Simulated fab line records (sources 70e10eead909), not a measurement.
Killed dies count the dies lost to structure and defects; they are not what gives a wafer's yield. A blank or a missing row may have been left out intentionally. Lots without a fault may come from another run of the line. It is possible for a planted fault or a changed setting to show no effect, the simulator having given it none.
fab line records ; flow nand-harc ; part 2 of 2: steps 31 to 44 of 44
[record] lots = 5; wafers = 15; last-day = 32
route steps=1302 shown A_DECK1_JOINT@535 A_ONON_D2@545 A_CHANNEL_HOLE_D2@570
lots with no fault: from the same line, run without faults
start-h: the number of hours between the record's first day and the start of the first shown wafer of the lot ; wait-h: time in hours since the lot's previous step ; " the same as in the row above ; L1.1+2: several wafers, shown together as one row ; - no value, or no start given ; * or withheld: withheld ; < > ~ a bound
route shown NAME@n: NAME is a module with steps in the file, n the number in the route of the first one ; usual: the fault-free wafers' mean and standard deviation ; same: alike in all rows ; chamber/n: place in a boat ; sites: readings site by site ; _std_site: standard deviation across them ; _edge_site: mean of outer sites minus mean of inner sites ; radius-mm: for every site, how far away it sits from the centre of the wafer ; mask NAME#n: copy n ; behind: the tool/chamber that last shaped the wafer ; hold: cause of the lot's hold/its duration in hours/its outcome ; device: the n, p or np transistor that did not switch ; end of line: at the end of the route, the tests of the same wafers ; step lacking rows: just its recipe ; killed: at the first sort, the dies lost to defects and structure; wafer yield is something else ; map: a wafer's dies, x killed, . not, _ none there
set.NAME: setting as actually run; set.NAME@STEP: the setting as run at that earlier step ; model.NAME: the simulator's own value behind a step, which no gauge read
lots at selected steps of the route; one table per step, one row per wafer
services: a tool's chamber out of use, with start hour (start-h, from the record's first day; less than 0 if before it), hours out, and reason
[[steps]]
[step NHARC_A_ONON_D2_DEP_33]
[recipe] target-thk-a = 2000; temp-c = 400; pressure-torr = 6.5; rf-w = 900; teos-flow-sccm = 161.4; flow-sccm = 2650; target-thk-nm = 200; gas = O2; material = SiO2
[usual] heater-power-w = 527/89; throttle-valve-pct = 15.8/0.39
lot.wafer;tool;chamber;start-h;wait-h;heater-power-w;throttle-valve-pct
L082.2;pecvd-04;1;360.64;0.1;470;15.5
L082.6;pecvd-04;2;360.64;0.1;616;16.0
L082.5;pecvd-04;0;360.64;0.1;664;15.6
L081.3;pecvd-02;1;360.67;0.1;534;15.7
L081.1;pecvd-02;0;360.67;0.1;544;15.0
L081.6;pecvd-02;1;360.67;0.1;559;15.6
L085.3;pecvd-03;0;387.19;0.1;594;15.1
L085.5;pecvd-03;0;387.19;0.1;460;15.4
L085.4;pecvd-03;1;387.19;0.1;459;16.0
L092.2;pecvd-03;2;461.15;0.1;675;16.1
L092.3;pecvd-03;1;461.15;0.1;439;16.2
L092.6;pecvd-03;0;461.15;0.1;553;15.6
L094.3;pecvd-03;2;492.56;0.1;518;16.2
L094.1;pecvd-03;1;492.56;0.1;456;16.1
L094.6;pecvd-03;0;492.56;0.1;614;15.3
[step NHARC_A_ONON_D2_THK_MEAS_34]
[recipe] thk-meas-gauge = ellipsometry
[usual] thk-nm = 199.8/2.7
lot.wafer;tool;chamber;start-h;wait-h;thk-nm
L082.2;film-metro-01;-;361.05;-;201.8
L082.5;film-metro-01;-;361.05;-;203.3
L082.6;film-metro-01;-;361.05;-;203.4
L081.1;film-metro-02;-;361.09;-;196.7
L081.3;film-metro-02;-;361.09;-;195.1
L081.6;film-metro-02;-;361.09;-;199.5
L085.3;film-metro-01;-;387.61;-;196.0
L085.4;film-metro-01;-;387.61;-;196.5
L085.5;film-metro-01;-;387.61;-;199.0
L092.2;film-metro-01;-;461.56;-;202.0
L092.3;film-metro-01;-;461.56;-;200.9
L092.6;film-metro-01;-;461.56;-;201.7
L094.1;film-metro-01;-;492.97;-;199.1
L094.3;film-metro-01;-;492.97;-;198.2
L094.6;film-metro-01;-;492.97;-;198.8
[step NHARC_A_ONON_D2_INSPECT_32]
[usual] raw-defect-count = 404/160
lot.wafer;tool;chamber;start-h;wait-h;raw-defect-count
L082.2;defect-inspect-01;-;361.14;0.0;556
L082.5;defect-inspect-01;-;361.14;0.0;392
L082.6;defect-inspect-01;-;361.14;0.0;541
L081.1;defect-inspect-01;-;361.15;0.0;510
L081.3;defect-inspect-01;-;361.15;0.0;660
L081.6;defect-inspect-01;-;361.15;0.0;434
L085.3;defect-inspect-02;-;387.67;0.0;301
L085.4;defect-inspect-02;-;387.67;0.0;245
L085.5;defect-inspect-02;-;387.67;0.0;358
L092.2;defect-inspect-02;-;461.63;0.0;522
L092.3;defect-inspect-02;-;461.63;0.0;1020
L092.6;defect-inspect-02;-;461.63;0.0;398
L094.1;defect-inspect-02;-;493.06;0.0;684
L094.3;defect-inspect-02;-;493.06;0.0;373
L094.6;defect-inspect-02;-;493.06;0.0;271
[step NHARC_A_CHANNEL_HOLE_D2_DEP_00]
[recipe] target-thk-a = 31000; temp-c = 400; material = aC
[usual] throttle-valve-pct = 35.000/0.0089
lot.wafer;tool;chamber;start-h;wait-h;throttle-valve-pct
L082.2;acl-dep-02;0;361.52;0.4;34.984
L082.5;acl-dep-02;0;361.52;0.4;35.004
L082.6;acl-dep-02;0;361.52;0.4;34.992
L081.1;acl-dep-01;0;362.99;1.8;35.010
L081.3;acl-dep-01;0;362.99;1.8;34.985
L081.6;acl-dep-01;0;362.99;1.8;34.990
L085.3;acl-dep-01;0;390.02;2.3;35.008
L085.4;acl-dep-01;0;390.02;2.3;34.996
L085.5;acl-dep-01;0;390.02;2.3;34.996
L092.2;acl-dep-01;0;462.01;0.4;34.985
L092.3;acl-dep-01;0;462.01;0.4;35.006
L092.6;acl-dep-01;0;462.01;0.4;35.008
L094.1;acl-dep-02;0;497.02;4.0;35.009
L094.3;acl-dep-02;0;497.02;4.0;35.000
L094.6;acl-dep-02;0;497.02;4.0;34.999
[step NHARC_A_CHANNEL_HOLE_D2_DEP_01]
[recipe] target-thk-a = 1400; target-thk-nm = 140; temp-c = 400; pressure-torr = 3.5; flow-sccm = 200; rf-w = 350; material = SiON
[usual] heater-power-w = 716/100
lot.wafer;tool;chamber;start-h;wait-h;heater-power-w
L082.2;pecvd-04;1;363.17;1.3;551
L082.6;pecvd-04;2;363.17;1.3;683
L082.5;pecvd-04;0;363.17;1.3;805
L081.1;pecvd-03;0;364.92;1.6;736
L081.3;pecvd-03;2;364.92;1.6;838
L081.6;pecvd-03;2;364.92;1.6;843
L085.3;pecvd-04;0;391.33;1.0;875
L085.4;pecvd-04;0;391.33;1.0;900
L085.5;pecvd-04;2;391.33;1.0;780
L092.3;pecvd-03;2;463.69;1.0;782
L092.2;pecvd-03;0;463.69;1.0;724
L092.6;pecvd-03;0;463.69;1.0;703
L094.1;pecvd-04;2;498.94;1.6;682
L094.3;pecvd-04;0;498.94;1.6;720
L094.6;pecvd-04;0;498.94;1.6;720
[step NHARC_A_CHANNEL_HOLE_D2_DEHYDRATE_02]
[recipe] temp-c = 150; time-s = 120
lot.wafer;tool;chamber;start-h;wait-h
L082.2+5+6;litho-track-04;0;363.38;0.2
L081.1+3+6;litho-track-01;0;365.19;0.2
L085.3+4+5;litho-track-01;0;391.60;0.2
L092.2+3+6;litho-track-06;0;463.93;0.2
L094.1+3+6;litho-track-06;0;499.21;0.2
[step NHARC_A_CHANNEL_HOLE_D2_HMDS_03]
[recipe] time-s = 30
lot.wafer;tool;chamber;start-h;wait-h
L082.2+5+6;litho-track-04;0;-;-
L081.1+3+6;litho-track-01;0;-;-
L085.3+4+5;litho-track-01;0;-;-
L092.2+3+6;litho-track-06;0;-;-
L094.1+3+6;litho-track-06;0;-;-
[step NHARC_A_CHANNEL_HOLE_D2_COAT_36]
[recipe] temp-c = 260; time-s = 75
lot.wafer;tool;chamber;start-h;wait-h
L082.2+5+6;litho-track-04;0;-;-
L081.1+3+6;litho-track-01;0;-;-
L085.3+4+5;litho-track-01;0;-;-
L092.2+3+6;litho-track-06;0;-;-
L094.1+3+6;litho-track-06;0;-;-
[step NHARC_A_CHANNEL_HOLE_D2_COAT_37]
[recipe] temp-c = 225; time-s = 65
lot.wafer;tool;chamber;start-h;wait-h
L082.2+5+6;litho-track-04;0;-;-
L081.1+3+6;litho-track-01;0;-;-
L085.3+4+5;litho-track-01;0;-;-
L092.2+3+6;litho-track-06;0;-;-
L094.1+3+6;litho-track-06;0;-;-
[step NHARC_A_CHANNEL_HOLE_D2_COAT_04]
[recipe] spin-rpm = 1500; resist-thk-nm = 90
[usual] spin-speed-rpm = 1500.1/0.9
lot.wafer;tool;chamber;start-h;wait-h;spin-speed-rpm
L082.2;litho-track-04;0;-;-;1500.0
L082.5;litho-track-04;0;-;-;1500.2
L082.6;litho-track-04;0;-;-;1499.7
L081.1;litho-track-01;0;-;-;1501.0
L081.3;litho-track-01;0;-;-;1499.1
L081.6;litho-track-01;0;-;-;1499.7
L085.3;litho-track-01;0;-;-;1499.7
L085.4;litho-track-01;0;-;-;1501.2
L085.5;litho-track-01;0;-;-;1500.1
L092.2;litho-track-06;0;-;-;1500.7
L092.3;litho-track-06;0;-;-;1500.6
L092.6;litho-track-06;0;-;-;1500.1
L094.1;litho-track-06;0;-;-;1500.0
L094.3;litho-track-06;0;-;-;1499.9
L094.6;litho-track-06;0;-;-;1499.1
[step NHARC_A_CHANNEL_HOLE_D2_SOFTBAKE_05]
[recipe] temp-c = 105; time-s = 55
lot.wafer;tool;chamber;start-h;wait-h
L082.2+5+6;litho-track-04;0;-;-
L081.1+3+6;litho-track-01;0;-;-
L085.3+4+5;litho-track-01;0;-;-
L092.2+3+6;litho-track-06;0;-;-
L094.1+3+6;litho-track-06;0;-;-
[step NHARC_A_CHANNEL_HOLE_D2_EBR_06]
lot.wafer;tool;chamber;start-h;wait-h
L082.2+5+6;litho-track-04;0;-;-
L081.1+3+6;litho-track-01;0;-;-
L085.3+4+5;litho-track-01;0;-;-
L092.2+3+6;litho-track-06;0;-;-
L094.1+3+6;litho-track-06;0;-;-
[step NHARC_A_CHANNEL_HOLE_D2_EXPOSE_07]
[recipe] na = 1.35; target-cd-nm = 100; sigma-outer = 0.3; dose-mj = 59.65; mask-id = HOLE_D2
lot.wafer;tool;chamber;start-h;wait-h;mask
L082.2+5+6;arfi-scanner-01;0;363.69;-;HOLE_D2#0
L081.1+3+6;arfi-scanner-03;0;365.50;-;HOLE_D2#0
L085.3+4+5;arfi-scanner-01;0;391.92;-;HOLE_D2#0
L092.2+3+6;arfi-scanner-02;0;464.37;-;HOLE_D2#0
L094.1+3+6;arfi-scanner-01;0;499.52;-;HOLE_D2#0
[step NHARC_A_CHANNEL_HOLE_D2_PEB_08]
[recipe] peb-temp-c = 100; peb-time-s = 65
lot.wafer;tool;chamber;start-h;wait-h
L082.2+5+6;litho-track-01;0;363.75;0.1
L081.1+3+6;litho-track-04;0;365.56;0.1
L085.3+4+5;litho-track-01;0;391.97;0.0
L092.2+3+6;litho-track-06;0;464.42;0.1
L094.1+3+6;litho-track-04;0;499.58;0.1
[[services]]
tool;chamber;start-h;hours;kind
cmp-02;-;310.53;0.8;repair
pecvd-onon-04;-;311.12;13.0;pm
litho-track-01;-;330.00;7.0;pm
cmp-02;-;332.38;4.0;pm
litho-track-06;-;354.00;7.0;pm
fcvd-01;-;366.00;13.0;pm
pecvd-03;-;366.00;13.0;pm
pecvd-onon-02;-;366.00;13.0;pm
acl-dep-01;-;368.66;13.0;pm
pecvd-02;-;370.71;1.0;repair
litho-track-04;-;378.00;7.0;pm
furnace-07;-;387.34;26.0;pm
pecvd-onon-04;-;388.29;1.1;repair
fcvd-01;-;403.11;1.4;repair
pecvd-onon-03;-;408.00;13.0;pm
pecvd-02;-;408.13;13.0;pm
fcvd-01;-;417.59;0.8;repair
arfi-scanner-01;-;430.08;4.0;pm
cmp-02;-;430.49;4.0;pm
fcvd-01;1;435.87;3.3;repair
pecvd-04;-;450.34;13.0;pm
fcvd-01;-;452.70;0.4;repair
pecvd-04;-;470.62;0.7;repair
pecvd-onon-04;-;492.12;13.0;pm
